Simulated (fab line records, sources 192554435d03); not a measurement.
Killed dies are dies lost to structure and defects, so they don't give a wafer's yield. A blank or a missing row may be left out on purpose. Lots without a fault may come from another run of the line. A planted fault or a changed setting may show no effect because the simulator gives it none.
fab line records | flow n5_finfet
record lots=6 wafers=16 last_day=16
route steps=1938 shown BEOL_M5@1160
lots that met no fault: from a run of the same line without faults
start_h: hours from the record's first day to the start of the lot's first wafer shown | wait_h: hours since the lot's step before | " the same as in the row above | L1.1+2: a row that stands for several wafers | - no value, or no start given | * or withheld: withheld | < > ~ a bound
route shown NAME@n: a module of which the file shows steps, and the number in the route of the first | usual: mean/standard deviation of fault-free wafers | same: alike in all rows | chamber/n: place in a boat | sites: the reading at each site | _std_site: their standard deviation | _edge_site: outer sites' mean less inner sites' | radius_mm: how far each site lies from the wafer's centre | mask NAME#n: copy n | behind: the tool/chamber that last shaped the wafer | hold: why the lot was held/for how many hours/how that ended | device: the transistor (n, p or np) that didn't switch | end of line: the same wafers' tests at the end of the route | a step without rows: its recipe alone | killed: dies lost to structure and defects at the first sort, not the wafer's yield | map: a wafer's dies, x killed, . not, _ none there
set.NAME: the setting as run; set.NAME@STEP: as run at that earlier step | model.NAME: the simulator's own value behind a step, which no gauge read
lots at some steps of the route; a table a step, a row a wafer
services: from which hour (start_h, from the record's first day; less than 0 if before it) a tool's chamber was out of use, for how many hours, and why
## steps
# step N5_BEOL_M5_TRENCH_ETCH_37
# recipe chemistry=C4F6/O2 target_depth_a=716.52 target=SiCOH_lowk time_s=24.7 ion_energy_ev=250 pressure_mtorr=30 source_w=345 bias_w=185 Ar_flow_sccm=300 C4F6_flow_sccm=10 O2_flow_sccm=10
# usual bias_w=185.0/0.65 chamber_pressure_mTorr=30.00/0.046 drypump_motor_current_A=5.9/0.45 oes_ar_750_au=0.80/0.075 oes_product_au=0.81/0.082 rf_vpp_V=670/6.4 showerhead_plenum_p_Torr=2.87/0.11 throttle_valve_pct=20.91/0.23
# same time_s=24.7
# columns lot.wafer tool chamber start_h wait_h bias_w chamber_pressure_mTorr drypump_motor_current_A oes_ar_750_au oes_product_au rf_hours_counter_h rf_vpp_V showerhead_plenum_p_Torr throttle_valve_pct
L335.1 rie_diel-03 0 - - 185.9 30.02 6.6 0.89 0.89 24 678 2.79 20.85
L335.3 " 2 " " 184.9 30.00 5.3 0.76 0.76 148 664 2.73 20.96
L335.5 " 0 " " 185.9 30.01 6.6 0.88 0.88 - 678 2.79 20.85
L336.1 rie_diel-02 3 - - 186.1 30.00 5.6 0.94 0.97 12 671 3.04 20.81
L336.3 " 2 " " 185.6 29.99 6.2 0.74 0.74 192 664 2.72 21.30
L336.6 " 3 " " 185.8 29.99 5.6 0.94 0.96 - 670 3.04 20.80
L341.2 rie_diel-02 0 - - 184.3 30.00 6.1 0.83 0.81 80 672 2.99 20.60
L341.4 " 2 " " 184.2 30.03 6.2 0.74 0.73 199 663 2.72 21.32
L341.5 " 0 " " 184.6 30.01 6.0 0.83 0.82 - 671 2.99 20.61
L349.1 rie_diel-02 3 - - 184.4 30.00 5.6 0.89 0.89 38 671 3.03 20.86
L349.6 " 2 " " 185.2 30.00 6.2 0.73 0.72 - 664 2.71 21.32
L350.1 rie_diel-02 0 - - 185.8 30.04 6.1 0.80 0.80 102 673 2.98 20.64
L350.5 " 1 " " 185.0 29.97 6.2 0.72 0.71 - 675 2.94 20.62
L355.3 rie_diel-02 3 - - 186.1 30.04 5.6 0.86 0.87 48 670 3.02 20.85
L355.4 " 0 " " 185.4 29.97 6.0 0.79 0.79 108 671 2.98 20.64
L355.5 " 2 " " 186.7 30.00 6.2 0.72 0.71 - 662 2.71 21.34
# step N5_BEOL_M5_ETCH_41
# recipe chemistry=CH3F/O2 target=SiCN target_depth_a=315 taper_deg=2 time_s=56.7 ion_energy_ev=120 mask_material=TiN pressure_mtorr=30 source_w=395 bias_w=75 Ar_flow_sccm=150 CH3F_flow_sccm=30 O2_flow_sccm=20
# step N5_BEOL_M5_STRIP_91
# recipe chemistry=N2/H2 time_s=10 power_w=450 temp_c=40 pressure_mtorr=20 rf_frequency_hz=6e+07 bias_power_w=7 n2_flow_sccm=200 h2_flow_sccm=200
# usual bias_power_w=7.000/0.02 chamber_pressure_mTorr=20.000/0.018 drypump_motor_current_A=5.9/0.45 oes_product_au=0.81/0.08 rf_vpp_V=59.4/0.86 showerhead_plenum_p_Torr=2.56/0.1 throttle_valve_pct=23.7/0.34
# same time_s=10
# columns lot.wafer tool chamber start_h wait_h bias_power_w chamber_pressure_mTorr drypump_motor_current_A oes_product_au rf_hours_counter_h rf_vpp_V showerhead_plenum_p_Torr throttle_valve_pct
L335.1 rie_diel-03 0 - - 7.020 19.991 6.6 0.89 24 59.7 2.49 23.6
L335.3 " 2 " " 6.988 20.005 5.3 0.75 148 58.8 2.45 24.0
L335.5 " 0 " " 7.014 20.022 6.6 0.89 - 59.5 2.49 23.6
L336.1 rie_diel-02 3 - - 6.970 19.993 5.6 0.95 12 61.2 2.71 23.4
L336.3 " 2 " " 6.989 19.997 6.2 0.74 192 59.5 2.42 24.1
L336.6 " 3 " " 7.002 19.968 5.6 0.96 - 59.5 2.71 23.4
L341.2 rie_diel-02 0 - - 7.030 19.996 6.0 0.82 80 59.6 2.68 23.3
L341.4 " 2 " " 6.993 20.000 6.2 0.74 199 57.7 2.42 24.1
L341.5 " 0 " " 7.016 19.990 6.0 0.82 - 60.2 2.68 23.3
L349.1 rie_diel-02 3 - - 6.980 19.973 5.6 0.90 38 60.3 2.70 23.4
L349.6 " 2 " " 6.990 20.003 6.2 0.73 - 58.2 2.41 24.1
L350.1 rie_diel-02 0 - - 7.006 19.998 6.1 0.80 102 60.0 2.67 23.3
L350.5 " 1 " " 6.974 19.969 6.2 0.72 - 60.5 2.64 23.2
L355.3 rie_diel-02 3 - - 7.016 19.988 5.6 0.87 48 59.4 2.69 23.4
L355.4 " 0 " " 7.010 20.002 6.0 0.79 108 58.7 2.66 23.3
L355.5 " 2 " " 6.999 20.015 6.2 0.71 - 59.7 2.41 24.1
# step N5_BEOL_M5_OCD_MEAS_38
# usual trench_depth_nm=71.6/1.4
# columns lot.wafer tool chamber start_h wait_h trench_depth_nm
L335.1 ocd-01 - 185.21 - 71.7
L335.3 " - " " 71.1
L335.5 " - " " 71.1
L336.1 ocd-02 - 188.46 - 75.3
L336.3 " - " " 70.2
L336.6 " - " " 74.5
L341.2 ocd-01 - 210.79 - 71.1
L341.4 " - " " 71.3
L341.5 " - " " 71.6
L349.1 ocd-01 - 262.43 - 73.1
L349.6 " - " " 70.8
L350.1 ocd-02 - 274.54 - 71.9
L350.5 " - " " 71.3
L355.3 ocd-02 - 301.05 - 72.6
L355.4 " - " " 71.1
L355.5 " - " " 70.4
# step N5_BEOL_M5_HM_STRIP_39
# recipe chemistry=peroxide_tin_strip material=TiN target_depth_a=250 temp_c=50 time_s=158
# step N5_BEOL_M5_SRD_40
# recipe time_s=30 temp_c=23 rinse_liquid=diw dry=ipa_marangoni
# step N5_BEOL_M5_PRECLEAN_42
# recipe chemistry=residue_remover time_s=60 temp_c=40
# step N5_BEOL_M5_SRD_43
# recipe time_s=30 temp_c=23 rinse_liquid=diw dry=ipa_marangoni
# step N5_BEOL_M5_CD_MEAS_35
# recipe target_cd_nm=28 target_cd_y_nm=24 polarity=opening
# usual cd_nm=28.20/0.26
# columns lot.wafer tool chamber start_h wait_h cd_nm
L335.1 cd_sem-03 - 185.37 0.0 28.15
L335.3 " - " " 28.30
L335.5 " - " " 27.87
L336.1 cd_sem-03 - 188.61 0.0 28.14
L336.3 " - " " 28.09
L336.6 " - " " 28.41
L341.2 cd_sem-03 - 211.04 0.0 27.56
L341.4 " - " " 27.99
L341.5 " - " " 28.54
L349.1 cd_sem-02 - 262.68 0.0 28.10
L349.6 " - " " 28.23
L350.1 cd_sem-02 - 274.69 0.0 27.98
L350.5 " - " " 27.97
L355.3 cd_sem-01 - 301.20 0.0 28.56
L355.4 " - " " 28.12
L355.5 " - " " 28.44
# step N5_BEOL_M5_CURE_80
# recipe temp_c=370 time_s=120 ambient=DMADMS/He material=SiCOH_lowk
# step N5_BEOL_M5_DEGAS_44
# recipe ambient=vacuum temp_c=250 time_s=60
# usual heater_power_w=322/36
# same time_s=60
# columns lot.wafer tool chamber start_h wait_h heater_power_w
L335.1 pvd_sputter-02 - 185.81 0.4 309
L335.3 " - " " 311
L335.5 " - " " 240
L336.1 pvd_sputter-01 - 190.73 2.0 317
L336.3 " - " " 401
L336.6 " - " " 324
L341.2 pvd_sputter-02 - 211.50 0.2 236
L341.4 " - " " 327
L341.5 " - " " 317
L349.1 pvd_sputter-03 - 263.09 0.3 338
L349.6 " - " " 334
L350.1 pvd_sputter-01 - 275.36 0.5 332
L350.5 " - " " 317
L355.3 pvd_sputter-03 - 301.57 0.2 337
L355.4 " - " " 329
L355.5 " - " " 330
# step N5_BEOL_M5_PRE_CLEAN_45
# recipe gas=H2/He time_s=30 temp_c=250
# usual heater_power_w=321/36
# same time_s=30
# columns lot.wafer tool chamber start_h wait_h heater_power_w
L335.1 pvd_sputter-02 - 185.85 0.0 309
L335.3 " - " " 315
L335.5 " - " " 238
L336.1 pvd_sputter-01 - 190.77 0.0 323
L336.3 " - " " 407
L336.6 " - " " 310
L341.2 pvd_sputter-02 - 211.54 0.0 237
L341.4 " - " " 320
L341.5 " - " " 310
L349.1 pvd_sputter-03 - 263.13 0.0 333
L349.6 " - " " 329
L350.1 pvd_sputter-01 - 275.40 0.0 317
L350.5 " - " " 327
L355.3 pvd_sputter-03 - 301.61 0.0 338
L355.4 " - " " 340
L355.5 " - " " 332
# step N5_BEOL_M5_ALD_86
# recipe material=TaN target_thk_a=* temp_c=275 ald_precursor_family=PDMAT ald_co_reactant=NH3 pressure_torr=3 carrier_flow_sccm=1500 pulse_time_s=2 purge_time_s=3 co_reactant_purge_time_s=2 co_reactant_pulse_time_s=3 ald_cycles=30 precursor_vessel_temp_c=75 precursor_vessel_pressure_torr=26.25 precursor_vessel_carrier_sccm=1000
# usual co_reactant_pulse_time_s=3/0 heater_power_w=413/54 precursor_vessel_pressure_torr=26.25/0.052
# same ald_cycles=30
# columns lot.wafer tool chamber start_h wait_h co_reactant_pulse_time_s heater_power_w precursor_vessel_pressure_torr
L335.1 ald_metal-02 3 185.93 0.1 3 472 26.19
L335.3 " 2 " " 3 319 26.24
L335.5 " 3 " " 3 486 26.21
L336.1 ald_metal-02 2 190.89 0.1 3 321 26.20
L336.3 " 1 " " 3 375 26.28
L336.6 " 2 " " 3 314 26.21
L341.2 ald_metal-03 0 211.62 0.1 3 398 26.20
L341.4 " 3 " " 3 469 26.34
L341.5 " 1 " " 3 385 26.21
L349.1 ald_metal-02 2 263.20 0.1 2.752 316 26.33
L349.6 " 1 " " 2.752 382 26.27
L350.1 ald_metal-02 2 275.46 0.0 2.752 316 26.25
L350.5 " 0 " " 3 441 26.28
L355.3 ald_metal-04 0 301.67 0.0 3 462 26.23
L355.4 " 1 " " 3 376 26.27
L355.5 " 3 " " 3 458 26.21
# step N5_BEOL_M5_SURFACE_TREAT_87
# recipe gas=Ar time_s=* ion_energy_ev=* ion_current_ma_cm2=0.5 pressure_mtorr=* ar_flow_sccm=30
# usual throttle_valve_pct=*
# same time_s=*
# columns lot.wafer tool chamber start_h wait_h throttle_valve_pct
L335.1 pvd_sputter-02 - 186.30 0.3 *
L335.3 " - " " *
L335.5 " - " " *
L336.1 pvd_sputter-01 - 191.17 0.2 *
L336.3 " - " " *
L336.6 " - " " *
L341.2 pvd_sputter-01 - 211.93 0.2 *
L341.4 " - " " *
L341.5 " - " " *
L349.1 pvd_sputter-03 - 263.44 0.1 *
L349.6 " - " " *
L350.1 pvd_sputter-03 - 275.73 0.2 *
L350.5 " - " " *
L355.3 pvd_sputter-01 - 301.89 0.1 *
L355.4 " - " " *
L355.5 " - " " *
## services
# columns tool chamber start_h hours kind
rie_diel-03 3 164.52 1.7 repair
ald_metal-03 1 179.37 12.1 repair
rie_diel-03 3 179.37 - clean
rie_diel-03 3 179.37 - consumable_replace:focus_ring
rie_diel-03 3 179.37 16.3 scheduled_down
rie_diel-03 3 179.37 16.3 vent_cycle
rie_diel-02 0 201.01 9.1 repair
ald_metal-03 3 218.00 26.5 repair
rie_diel-02 2 223.76 6.1 repair
rie_diel-02 2 237.18 4.4 repair
## key
first_sign step=N5_BEOL_M5_ALD_86 reading=co_reactant_pulse_time_s direction=down sigmas=99+ usual=* struck=*
effect none on later readings
met_at N5_BEOL_M5_ALD_86
struck_wafers L349.1,L349.6,L350.1
onset_between 190.89 263.20
fault kind=process_parameter_drift tool=ald_metal-02 chamber=- onset_h=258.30 steps=N5_BEOL_M5_ALD_86 channel=co_reactant_pulse_time_s offset=* shape=step end_h=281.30 scope=struck_wafers_only acts_in=* stated=*
